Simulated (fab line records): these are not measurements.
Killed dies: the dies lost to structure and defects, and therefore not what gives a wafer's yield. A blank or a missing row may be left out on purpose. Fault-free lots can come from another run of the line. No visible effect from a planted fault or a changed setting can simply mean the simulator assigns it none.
Problem report, 8D (eight disciplines) form, completed by code / flow n5_finfet / the parts of the form that need people (team, actions taken, sign-off) are left out

1. PROBLEM STATEMENT
raw_defect_count at N5_STI_FIN_REVEAL_INSPECT_13 reads a mean of 341 on 6 wafers of 2 lots; wafers without a fault read 12 with a standard deviation of 4.6. That is +72 standard deviations from the usual mean.
The step: inspects for defects (darkfield).
First observed at day 6 10:20: wafer L840.3, on defect_inspect-02. At this step, 26 wafers from 10 lots have a number in the record. Rule for "out", or "out of limits": more than 4 standard deviations from the usual mean. Any other wafer with a number is counted as sound.

2. WHAT IT IS AND WHAT IT IS NOT
question=which readings at this step | is=raw_defect_count | is not=-
question=which lots | is=L840, L842 | is not=L826, L829, L830, L833, L834, L845, L847, L848
question=which wafers of those lots | is=all that have a number | is not=-
question=read on which gauges | is=defect_inspect-02 | is not=defect_inspect-01
question=when | is=from day 6 10:20 | is not=up to then (13 sound wafers); but 7 sound wafers of L845, L847, L848 came after

3. WHAT RULES OUT EACH SUSPECT
Counting: any tool at a process step up to the reading is kept as a suspect provided that every lot that is out went through it and no sound lot did after the first of them.
- the gauge at N5_STI_FIN_REVEAL_INSPECT_13 has been ruled out. All the wafers that are out were read on defect_inspect-02, but those of them that N5_PASSIVATION_PROBE_49 has rows for are out there too, on other tools.
- rie_diel-02 at N5_FIN_CUT_STRIP_22 (strips in N2/H2): kept. It processed each lot that is out, first L840 at day 6 00:52, and no sound lot thereafter; up to then, the last sound lot it processed was L833 at day 4 03:07.
- rie_diel-03 at N5_STI_FIN_REVEAL_ETCHBACK_08 (etches SiO2 in C4F6/O2, target depth 30.5 nm, time 10.167 s): kept. It ran every lot that is out, first L840 (day 6 07:01), and no sound lot after that.
- rie_diel-03 at N5_STI_FIN_REVEAL_STRIP_24 (strips in N2/H2, time 90 s): kept. It ran every lot that is out, first L840 (day 6 07:04), and no sound lot after that.
- remote_plasma-02 at N5_STI_FIN_REVEAL_PRECLEAN_17 (cleans in NF3:NH3, afs cycles 1, time 20 s, sublimation time 60 s): kept. It processed each lot that is out, first L840 at day 6 09:20, and no sound lot thereafter; up to then, the last sound lot it processed was L833 at day 4 11:05.
Left after counting: rie_diel-02 at N5_FIN_CUT_STRIP_22, rie_diel-03 at N5_STI_FIN_REVEAL_ETCHBACK_08, rie_diel-03 at N5_STI_FIN_REVEAL_STRIP_24, remote_plasma-02 at N5_STI_FIN_REVEAL_PRECLEAN_17.

4. THE CAUSE (what the simulator had put in)
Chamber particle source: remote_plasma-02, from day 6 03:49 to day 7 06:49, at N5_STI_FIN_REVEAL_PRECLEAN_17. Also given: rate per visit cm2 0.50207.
Of the 4 suspects that counting leaves, this tool is one.

5. THE CHAIN OF EFFECTS, in route order
Each row: a reading where the mean over the struck wafers with a number is more than 3 standard deviations away from the usual. Scope: only readings with a usual standard deviation given in the record; hours: median across lots of the time from each lot's start at the first step in this table that gives one to its start at this step; sigmas: change in usual standard deviations.
hours=0; step=N5_STI_FIN_REVEAL_INSPECT_13; reading=raw_defect_count; usual=12; on struck wafers=341; change=+329; sigmas=+72
hours=230; step=N5_PASSIVATION_PROBE_49; reading=defect_limited_yield; usual=91.3 %; on struck wafers=83.1; change=-8.2; sigmas=-5.5
hours=230; step=N5_PASSIVATION_PROBE_49; reading=killed_at_front_end; usual=39; on struck wafers=135; change=+96; sigmas=+8.8
hours=230; step=N5_PASSIVATION_PROBE_49; reading=killed_dies; usual=103; on struck wafers=200; change=+96; sigmas=+5.4
hours=230; step=N5_PASSIVATION_PROBE_49; reading=sort_bin_5_function; usual=5.1 %; on struck wafers=11.2; change=+6.1; sigmas=+6.3
hours=230; step=N5_PASSIVATION_PROBE_49; reading=sort_n_pass; usual=1077; on struck wafers=980; change=-96; sigmas=-5.4
hours=230; step=N5_PASSIVATION_PROBE_49; reading=sort_yield_pct; usual=91.3 %; on struck wafers=83.1; change=-8.2; sigmas=-5.5
Process steps it contains:
- N5_PASSIVATION_PROBE_49
Later measuring or inspecting steps at which every struck wafer that the step has a row for has a number for every such reading, and none has moved that far: N5_BEOL_M4_RC_MEAS_101.

6. WHAT WOULD HAVE CAUGHT IT SOONER
The first out-of-limits reading at a measuring or inspecting step in this record came at day 6 10:20, 7 hours after the fault's start at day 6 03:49.
An alarm limit of 4 standard deviations would not have fired on the tool readings at N5_STI_FIN_REVEAL_PRECLEAN_17 for which the record gives a usual standard deviation, since none of them was out on any struck wafer.
Of the lots that are out (2), L842 began N5_STI_FIN_REVEAL_PRECLEAN_17 on remote_plasma-02 after day 6 10:20. A tool hold placed at that time would have kept it from harm.
